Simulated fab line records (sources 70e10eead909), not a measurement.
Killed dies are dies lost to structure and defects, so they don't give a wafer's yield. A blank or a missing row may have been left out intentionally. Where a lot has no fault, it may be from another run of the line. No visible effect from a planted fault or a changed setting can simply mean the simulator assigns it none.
The tool behind it: which one?	flow nand-harc	20 wafers from 7 lots sampled at 3 of the route's 1302 steps

== WHAT THE GAUGES SHOWED, per wafer ==
NHARC_A_ONON_D2_THK_MEAS_14: measures by ellipsometry.
lot	measured	on	thk-nm (nm)
L228	day 12 16:41	film-metro-01	1014 1016 1015
L235	day 15 13:02	film-metro-02	1013 744
L241	day 18 12:32	film-metro-02	993 992 993
L242	day 18 20:57	film-metro-02	1013 1015 1015
L245	day 19 15:55	film-metro-02	994 994 995
L246	day 20 15:23	film-metro-01	984 983 983
L247	day 21 09:13	film-metro-02	1003 1002 1002

== TOOL THAT RAN EACH LOT (tool first, then ch and the chambers of the sampled wafers, then the start) ==
lot	NHARC_A_DECK1_JOINT_CMP_13	NHARC_A_ONON_D2_DEP_12
L228	cmp-01 ch 0,1,2, day 11 12:38	pecvd-onon-02 ch 0, day 12 16:14
L235	cmp-01 ch 2,3, day 14 10:31	pecvd-onon-02 ch 0, day 15 12:30
L241	cmp-01 ch 1,2,3, day 17 10:10	pecvd-onon-01 ch 0, day 18 12:02
L242	cmp-01 ch 0,2,3, day 17 15:17	pecvd-onon-02 ch 0, day 18 20:26
L245	cmp-01 ch 2,3, day 18 14:47	pecvd-onon-01 ch 0, day 19 15:23
L246	cmp-03 ch 1,3, day 19 11:41	pecvd-onon-04 ch 0, day 20 14:52
L247	cmp-03 ch 1,2,3, day 20 07:47	pecvd-onon-04 ch 0, day 21 08:40
- NHARC_A_DECK1_JOINT_CMP_13: polishes, target thk 51.023 nm.
- NHARC_A_ONON_D2_DEP_12: target thk 1000 nm.

== THE ANSWER, worked out from the rows above alone ==
Rule: the usual values come from the lots themselves. Put in order of their means at a reading, lots are off if they are a third of the lots or fewer, leave a main group of 4 or more, and stand apart from it by a gap of 3 or more times the standard deviation of the main group's means; of several such gaps the widest counts. A main group is skipped when, at the precision printed for the reading in the tables above, its means are all equal. Also off: a lot with no number at a reading for which 4 or more lots have one. Where the step has rows for the other lots, those lots are counted as sound.
Off at NHARC_A_ONON_D2_THK_MEAS_14 (thk-nm): L235. For the main group the mean is 1000 nm and the standard deviation 12.
If a tool, at a process step before that reading, ran all the lots that are off and no sound lot after the first of them, it fits. Those tools and the gauges at NHARC_A_ONON_D2_THK_MEAS_14 are tried in the same way. None of those tried fits.

== WHAT THE SIMULATOR HAD PUT IN ==
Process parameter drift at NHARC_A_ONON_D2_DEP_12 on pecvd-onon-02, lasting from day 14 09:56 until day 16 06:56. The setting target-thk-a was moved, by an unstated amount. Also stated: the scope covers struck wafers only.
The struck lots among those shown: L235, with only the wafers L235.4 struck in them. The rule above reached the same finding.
